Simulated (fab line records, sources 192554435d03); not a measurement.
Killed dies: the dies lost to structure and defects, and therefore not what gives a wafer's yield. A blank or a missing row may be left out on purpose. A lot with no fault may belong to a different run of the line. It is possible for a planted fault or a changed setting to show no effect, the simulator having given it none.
Problem report in the 8D (eight disciplines) form, filled by code | flow n5 finfet | the parts of the form that need people (team, actions taken, sign-off) are left out

1. WHAT WENT WRONG
At N5_BEOL_M9_ETCH_62, rf fwd power W averages 1040.1 W over 6 wafers from 2 lots, while fault-free wafers read 837.5 W, standard deviation 2.6. That puts it +78 standard deviations away from the usual mean.
The step: etches SOC in N2/H2, target depth 110 nm, overetch 22 nm, time 165 s.
Seen first at day 12 23:46 on rie diel-05, wafer L252.3. At this step, 33 wafers from 11 lots have a number in the record. Rule for "out" (also "out of limits"): further than 4 standard deviations from the usual mean. The rest of the wafers with a number are treated as sound.

2. WHAT IT IS AND WHAT IT IS NOT
question                    | is                       | is not
which readings at this step | rf fwd power W, rf vpp V | drypump motor current A, oes product au, showerhead plenum p Torr, throttle valve pct
which lots                  | L252, L254               | L239, L241, L244, L247, L248, L250, L253, L260, L262
which wafers of those lots  | all that have a number   | -
read on which tools         | rie diel-05              | rie diel-02, rie diel-03
when                        | from day 12 23:46        | up to then (21 sound wafers); but 6 sound wafers of L260, L262 came after

3. SUSPECTS, AND WHAT RULES EACH OUT
Counting: a tool stays on the suspect list if, at a process step up to the reading, it processed all lots that are out and no sound lot following the first of them.
- rie diel-05 at N5_BEOL_M9_ETCH_62 (etches SOC in N2/H2, target depth 110 nm, overetch 22 nm, time 165 s): kept. Every lot that is out went through it, starting with L252 (day 12 23:46), and after that it ran no sound lot; the last sound lot it ran before then is L248 (day 12 03:25). Out on those wafers are its own readings of rf fwd power W, rf vpp V.
After counting, what remains is rie diel-05 at N5_BEOL_M9_ETCH_62.

4. THE CAUSE (what the simulator had put in)
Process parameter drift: rie diel-05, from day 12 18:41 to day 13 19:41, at N5_BEOL_M9_ETCH_62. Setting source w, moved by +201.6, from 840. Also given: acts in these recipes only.
Counting left only this tool.

5. THE CHAIN OF EFFECTS, in route order
Each row: a reading whose mean over the struck wafers that have a number lies more than 3 standard deviations from the usual. Readings are gone through only where the record gives a usual standard deviation; hours: the median, over the lots, of the time from a lot's start at the first step in this table giving one to that lot's start at this step; sigmas: the change measured in usual standard deviations.
hours | step               | reading        | usual   | on struck wafers | change | sigmas
0     | N5_BEOL_M9_ETCH_62 | rf fwd power W | 837.5 W | 1040.1           | +202.6 | +78
0     | N5_BEOL_M9_ETCH_62 | rf vpp V       | 523.9 V | 487.0            | -36.9  | -15
Here are the process steps it includes:
- N5_BEOL_M9_ETCH_62: etches SOC in N2/H2, target depth 110 nm, overetch 22 nm, time 165 s.

6. WHAT WOULD HAVE CAUGHT IT SOONER
5 hours passed between the start of the fault at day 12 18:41 and the first reading out of limits in this record, taken at day 12 23:46.
